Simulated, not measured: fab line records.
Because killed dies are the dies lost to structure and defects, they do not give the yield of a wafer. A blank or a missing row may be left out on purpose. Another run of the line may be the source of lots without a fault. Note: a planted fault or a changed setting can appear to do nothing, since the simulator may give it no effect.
Chamber matching | flow nandHarc | pecvd-01 running NHARC_A_STAIRCASE_DEP_471: 3 sister chambers
The step deposits SiO2, target thk 100 nm. 14 wafers are shown with their chamber, then 7 later ones without.

WAFERS PAIRED WITH THEIR CHAMBERS
wafer  | chamber | throttleValvePct (%) | heaterPowerOuterW (W) | heaterPowerW (W)
L076.1 | 0       | 17.0                 | 271                   | 512
L076.5 | 0       | 17.1                 | 276                   | 498
L076.6 | 1       | 16.4                 | 267                   | 493
L079.1 | 2       | 15.2                 | 308                   | 572
L079.2 | 1       | 16.1                 | 233                   | 458
L079.6 | 1       | 16.1                 | 233                   | 465
L080.1 | 2       | 15.6                 | 265                   | 504
L080.3 | 0       | 17.0                 | 333                   | 593
L080.6 | 0       | 17.4                 | 335                   | 600
L077.1 | 1       | 16.4                 | 212                   | 420
L077.5 | 1       | 16.3                 | 219                   | 424
L077.6 | 0       | 17.1                 | 374                   | 668
L084.1 | 0       | 17.2                 | 362                   | 642
L084.2 | 1       | 16.4                 | 248                   | 470

SIGNATURES (averages over the wafers above)
reading           | chamber 0 | chamber 1 | chamber 2 | scatter within a chamber
throttleValvePct  | 17.133    | 16.283    | 15.400    | 0.166
heaterPowerOuterW | 325.17    | 235.33    | 286.50    | 33.2
heaterPowerW      | 585.50    | 455.00    | 538.00    | 51.9
Rule: for each reading, subtract the chamber's mean from the wafer's reading, divide by that reading's scatter and square the result; add these up over the readings and take the root, which gives the wafer's distance from the chamber. The wafer belongs to the nearest chamber; if the next one is less than 2 further off, it can't be placed. The scatter: the root of (the sum of the squares of (reading less its chamber's mean) over the shown wafers, divided by (wafers less chambers)).

WAFERS WHOSE CHAMBER IS MISSING
wafer  | throttleValvePct (%) | heaterPowerOuterW (W) | heaterPowerW (W)
L084.5 | 15.6                 | 250                   | 486
L088.2 | 17.3                 | 308                   | 569
L088.3 | 15.8                 | 292                   | 538
L088.6 | 16.1                 | 274                   | 516
L096.3 | 16.7                 | 355                   | 642
L096.4 | 15.6                 | 270                   | 524
L096.6 | 16.7                 | 350                   | 637

EACH ONE'S CHAMBER
wafer  | from the rows above     | in truth
L084.5 | 2                       | 2
L088.2 | 0                       | 0
L088.3 | can't be placed: 2 or 1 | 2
L088.6 | 1                       | 1
L096.3 | 0                       | 0
L096.4 | 2                       | 2
L096.6 | 0                       | 0
Placed correctly: 6 of 7. These rows do not allow placing 1 (true chamber among the candidates in 1). 0 placed wrongly.
